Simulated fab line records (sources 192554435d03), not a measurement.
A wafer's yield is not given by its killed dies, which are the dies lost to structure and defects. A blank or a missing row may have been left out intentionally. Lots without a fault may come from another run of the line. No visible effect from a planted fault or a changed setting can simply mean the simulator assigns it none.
Lot-split experiment | flow n5-finfet | 21 wafers read across 7 lots, on a route 1938 steps long

THE SPLIT ITSELF
At N5_BEOL_M9_COAT_22 (resist thk 30 nm), the setting spin-rpm was moved away from the recipe's 1500 rpm on 5 of the 21 wafers read, by -7.9% to +6.9%. The other wafers ran this setting at the recipe's value.

FROM THE SPLIT TO THE READING: what the file shows between them, 3 steps
- N5_BEOL_M9_EBR_24
- N5_BEOL_M9_SOFTBAKE_23: time 60 s
- N5_BEOL_M9_DESCUM_33: chemistry O2, time 7 s

THE READING
CAR-EUV_of_BEOL_M9_COAT_22.thk-nm (the simulator's own value, which no gauge read), in nm, at N5_BEOL_M9_ETCH_76 (etches underlayer in N2/H2, target depth 6.5 nm, time 5.2 s). The file does not state a usual value for it. The 16 wafers here that ran the recipe average 20.4 nm, standard deviation 0.086 nm.

wafer  | tool, chamber at the split | spin-rpm as run, rpm | against the recipe | CAR-EUV_of_BEOL_M9_COAT_22.thk-nm, nm | against lot-mates on the recipe
L079.1 | litho-track-04, 0          | 1500                 | recipe             | 20.4                                  | -
L079.4 | litho-track-04, 0          | 1500                 | recipe             | 20.4                                  | -
L079.5 | litho-track-04, 0          | 1604                 | +6.9%              | 19.4                                  | -1.0
L081.2 | litho-track-04, 0          | 1500                 | recipe             | 20.4                                  | -
L081.3 | litho-track-04, 0          | 1500                 | recipe             | 20.4                                  | -
L081.6 | litho-track-04, 0          | 1452                 | -3.2%              | 20.8                                  | +0.4
L083.1 | litho-track-04, 0          | 1435                 | -4.3%              | 21                                    | +0.6
L083.5 | litho-track-04, 0          | 1435                 | -4.3%              | 21                                    | +0.6
L083.3 | litho-track-04, 0          | 1500                 | recipe             | 20.4                                  | -
L090.1 | litho-track-03, 0          | 1500                 | recipe             | 20.4                                  | -
L090.6 | litho-track-03, 0          | 1500                 | recipe             | 20.4                                  | -
L090.5 | litho-track-03, 0          | 1500                 | recipe             | 20.6                                  | -
L091.1 | litho-track-04, 0          | 1500                 | recipe             | 20.4                                  | -
L091.2 | litho-track-04, 0          | 1500                 | recipe             | 20.4                                  | -
L091.5 | litho-track-04, 0          | 1500                 | recipe             | 20.4                                  | -
L086.3 | litho-track-04, 0          | 1382                 | -7.9%              | 21.8                                  | +1.4
L086.5 | litho-track-04, 0          | 1500                 | recipe             | 20.4                                  | -
L086.6 | litho-track-04, 0          | 1500                 | recipe             | 20.4                                  | -
L092.4 | litho-track-04, 0          | 1500                 | recipe             | 20.2                                  | -
L092.6 | litho-track-04, 0          | 1500                 | recipe             | 20.2                                  | -
L092.5 | litho-track-04, 0          | 1500                 | recipe             | 20.4                                  | -

THE FIT
A straight line over all 21 wafers: CAR-EUV_of_BEOL_M9_COAT_22.thk-nm changes by -0.156 nm for each +1% of spin-rpm; r = -0.98; the points scatter about the line by 0.096 nm.
The same after taking each lot's own level away (the mean of its wafers on the recipe; 21 wafers): -0.155 nm for each +1%; r = -0.98; scatter 0.076 nm.
According to that fit, moving spin-rpm by its largest amount changes the reading by 1.2 nm.
Across the lots, their own levels run from 20.27 to 20.47 nm, a range of 2.3 times the standard deviation given above.
So the lot-to-lot level changes the slope little: the two slopes agree.
Check: for one of the wafers moved furthest among these (-7.9%), held out of the fit, the line's prediction against its lot-mates is +1.1 nm. It came out at +1.4 nm against them.

THE OTHER SPLITS THESE WAFERS WENT THROUGH
Before the reading, these wafers also passed through other splits. Each is held against what the fit with the lots' levels taken away leaves over:
other split on the same wafers   | wafers away from the commonest value | r with CAR-EUV_of_BEOL_M9_COAT_22.thk-nm (lot level and that fit taken away)
N5_BEOL_M7_COAT_05 spin-rpm      | 3                                    | -0.20
N5_BEOL_M8_ETCH_65 source-w      | 5                                    | -0.26
N5_BEOL_M8_TRENCH_ETCH_37 bias-w | 5                                    | -0.09
N5_BEOL_M9_ETCH_62 time-s        | 9                                    | -0.37

THE WHOLE CHAIN: every reading that the file lists as answering this split, in the file's order
step               | what it does                                                | reading                                                                            | change (the file's fit)               | r (the file's)
N5_BEOL_M9_COAT_22 | resist thk 30 nm                                            | CAR-EUV_of_BEOL_M9_COAT_22.thk-nm (the simulator's own value, which no gauge read) | -0.153 nm for each +1% of the setting | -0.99
N5_BEOL_M9_ETCH_76 | etches underlayer in N2/H2, target depth 6.5 nm, time 5.2 s | CAR-EUV_of_BEOL_M9_COAT_22.thk-nm (the simulator's own value, which no gauge read) | -0.157 nm for each +1% of the setting | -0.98

FILE'S OWN FIT
CAR-EUV_of_BEOL_M9_COAT_22.thk-nm changes by -0.157 nm for each +1% of spin-rpm, r = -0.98.
